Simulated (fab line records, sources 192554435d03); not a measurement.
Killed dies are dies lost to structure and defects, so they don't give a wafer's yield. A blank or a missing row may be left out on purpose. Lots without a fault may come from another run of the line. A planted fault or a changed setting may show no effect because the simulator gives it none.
Chamber matching | flow n5_finfet | N5_BEOL_M6_STRIP_67 on rie_diel-06: 4 sister chambers
The step strips in CF4. 8 wafers are shown with their chamber, then 9 later ones without.

WAFERS WITH THEIR CHAMBER
wafer  | chamber | drypump_motor_current_A (A) | showerhead_plenum_p_Torr (Torr)
L078.6 | 1       | 4.9                         | 1.74
L081.3 | 2       | 5.3                         | 1.70
L082.1 | 1       | 4.8                         | 1.74
L082.6 | 2       | 5.3                         | 1.70
L088.6 | 0       | 5.2                         | 1.76
L089.2 | 3       | 6.7                         | 1.75
L089.3 | 0       | 5.1                         | 1.75
L089.6 | 3       | 6.7                         | 1.75

WAFERS WITHOUT THEIR CHAMBER
wafer  | drypump_motor_current_A (A) | showerhead_plenum_p_Torr (Torr)
L090.1 | 5.2                         | 1.75
L090.2 | 6.7                         | 1.75
L090.3 | 4.8                         | 1.73
L095.2 | 5.4                         | 1.91
L095.3 | 6.7                         | 1.75
L095.5 | 5.1                         | 1.75
L094.1 | 5.2                         | 1.75
L094.2 | 6.7                         | 1.75
L094.5 | 6.7                         | 1.75

WHICH CHAMBER EACH WENT THROUGH
wafer  | from the rows above | in truth
L090.1 | 0                   | 0
L090.2 | 3                   | 3
L090.3 | 1                   | 1
L095.2 | 0                   | 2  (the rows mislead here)
L095.3 | 3                   | 3
L095.5 | 0                   | 0
L094.1 | 0                   | 0
L094.2 | 3                   | 3
L094.5 | 3                   | 3
Placed correctly: 8 of 9. Can't be placed from these rows: 0. Placed wrongly: 1.
How it was worked out, from the rows above alone: a wafer's distance from a chamber is the root of the sum, over the readings, of the square of ((its reading less the chamber's mean) divided by the reading's scatter). The wafer belongs to the nearest chamber; if the next one is less than 2 further off, it can't be placed. A chamber's mean is the mean of its shown wafers. The scatter: the root of (the sum of the squares of (reading less its chamber's mean) over the shown wafers, divided by (wafers less chambers)).
